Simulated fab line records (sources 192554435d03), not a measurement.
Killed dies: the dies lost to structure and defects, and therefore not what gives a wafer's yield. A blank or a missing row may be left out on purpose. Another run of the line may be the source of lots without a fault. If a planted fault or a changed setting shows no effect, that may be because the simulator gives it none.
Chamber matching    flow n5-finfet    N5_FIN_SAQP_MANDREL2_REMOVE_60 on rie-si-05: 4 sister chambers
The step chemistry HBr/Cl2/O2, target a-Si, stops on SiNx, bt time 10 s. 16 wafers are shown with their chamber, then 8 later ones without.

== WAFERS, EACH WITH ITS CHAMBER ==
wafer   chamber  drypump-motor-current-A (A)  throttle-valve-pct (%)  oes-product-au (a.u.)
L074.1  2        5.2                          36.89                   1.014
L074.2  1        6.7                          36.60                   0.986
L074.3  0        6.0                          37.03                   1.027
L075.1  2        5.2                          36.89                   1.013
L075.3  3        5.9                          37.03                   0.994
L075.5  3        5.9                          37.01                   0.992
L078.1  1        6.8                          36.61                   0.978
L078.5  0        6.0                          37.03                   1.011
L078.6  1        6.7                          36.63                   0.992
L079.1  0        6.0                          37.01                   1.008
L079.3  2        5.2                          36.89                   1.012
L079.5  3        5.9                          37.02                   0.998
L082.2  0        6.0                          37.04                   1.001
L082.3  1        6.7                          36.62                   0.975
L082.5  1        6.7                          36.62                   0.979
L086.1  1        6.7                          36.61                   0.992

SIGNATURES (averages over the wafers above)
reading                  chamber 0  chamber 1  chamber 2  chamber 3  scatter within a chamber
drypump-motor-current-A  6.000      6.717      5.200      5.900      0.0264
throttle-valve-pct       37.0275    36.6150    36.8900    37.0200    0.0101
oes-product-au           1.01175    0.98367    1.01300    0.99467    0.0074
Rule: distance of a wafer from a chamber = root of the sum over the readings of ((wafer's reading minus chamber's mean) / reading's scatter) squared. The wafer belongs to the nearest chamber; if the next one is less than 2 further off, it can't be placed. The scatter: the root of (the sum of the squares of (reading less its chamber's mean) over the shown wafers, divided by (wafers less chambers)).

== WAFERS MISSING THEIR CHAMBER ==
wafer   drypump-motor-current-A (A)  throttle-valve-pct (%)  oes-product-au (a.u.)
L086.3  6.0                          37.02                   1.022
L086.4  5.9                          37.02                   0.993
L090.1  5.9                          37.03                   1.005
L090.5  6.7                          36.61                   1.000
L090.6  5.2                          36.87                   1.005
L096.4  5.2                          36.89                   1.003
L096.5  6.0                          37.02                   1.007
L096.6  6.7                          36.64                   0.988

== WHICH CHAMBER EACH WENT THROUGH ==
wafer   from the rows above  in truth
L086.3  0                    0
L086.4  3                    3
L090.1  3                    3
L090.5  1                    1
L090.6  2                    2
L096.4  2                    2
L096.5  0                    0
L096.6  1                    1
8 of 8 placed correctly. From these rows, 0 cannot be placed. Wrongly placed: 0.
